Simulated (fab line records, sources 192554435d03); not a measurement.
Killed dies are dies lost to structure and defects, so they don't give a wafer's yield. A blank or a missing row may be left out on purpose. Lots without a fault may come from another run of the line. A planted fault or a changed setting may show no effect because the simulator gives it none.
Chamber matching | flow n5_finfet | N5_FIN_CUT_ETCH_20 on rie_diel-03: 4 sister chambers
The step etches SiARC in CF4, target depth 26 nm, time 43.3 s. 14 wafers are shown with their chamber, then 7 later ones without.

WAFERS WITH THEIR CHAMBER
wafer  | chamber | drypump_motor_current_A (A) | throttle_valve_pct (%) | showerhead_plenum_p_Torr (Torr)
L075.3 | 3       | 5.7                         | 15.76                  | 2.14
L075.4 | 1       | 6.3                         | 15.94                  | 2.21
L075.6 | 3       | 5.7                         | 15.76                  | 2.14
L076.1 | 3       | 5.7                         | 15.75                  | 2.14
L076.3 | 0       | 6.0                         | 15.39                  | 2.12
L076.5 | 3       | 5.7                         | 15.78                  | 2.14
L081.3 | 0       | 6.0                         | 15.39                  | 2.11
L081.4 | 2       | 5.1                         | 15.69                  | 2.20
L081.5 | 0       | 6.0                         | 15.39                  | 2.11
L087.1 | 2       | 5.0                         | 15.68                  | 2.19
L087.4 | 3       | 5.7                         | 15.80                  | 2.13
L087.5 | 1       | 6.3                         | 15.95                  | 2.20
L090.2 | 2       | 5.0                         | 15.71                  | 2.19
L090.4 | 0       | 6.0                         | 15.43                  | 2.11

SIGNATURES (means of the wafers above)
reading                  | chamber 0 | chamber 1 | chamber 2 | chamber 3 | scatter within a chamber
drypump_motor_current_A  | 6.000     | 6.300     | 5.033     | 5.700     | 0.0258
throttle_valve_pct       | 15.4000   | 15.9450   | 15.6933   | 15.7700   | 0.0182
showerhead_plenum_p_Torr | 2.1125    | 2.2050    | 2.1933    | 2.1380    | 0.00521
Rule: a wafer's distance from a chamber is the root of the sum, over the readings, of the square of ((its reading less the chamber's mean) divided by the reading's scatter). The wafer belongs to the nearest chamber; if the next one is less than 2 further off, it can't be placed. The scatter: the root of (the sum of the squares of (reading less its chamber's mean) over the shown wafers, divided by (wafers less chambers)).

WAFERS WITHOUT THEIR CHAMBER
wafer  | drypump_motor_current_A (A) | throttle_valve_pct (%) | showerhead_plenum_p_Torr (Torr)
L090.5 | 6.0                         | 15.43                  | 2.11
L091.2 | 5.0                         | 15.70                  | 2.19
L091.5 | 6.3                         | 15.97                  | 2.20
L091.6 | 6.0                         | 15.44                  | 2.11
L095.1 | 6.3                         | 16.00                  | 2.20
L095.3 | 6.0                         | 15.45                  | 2.10
L095.4 | 6.3                         | 16.00                  | 2.20

WHICH CHAMBER EACH WENT THROUGH
wafer  | from the rows above | in truth
L090.5 | 0                   | 0
L091.2 | 2                   | 2
L091.5 | 1                   | 1
L091.6 | 0                   | 0
L095.1 | 1                   | 1
L095.3 | 0                   | 0
L095.4 | 1                   | 1
Placed correctly: 7 of 7. Can't be placed from these rows: 0. Placed wrongly: 0.
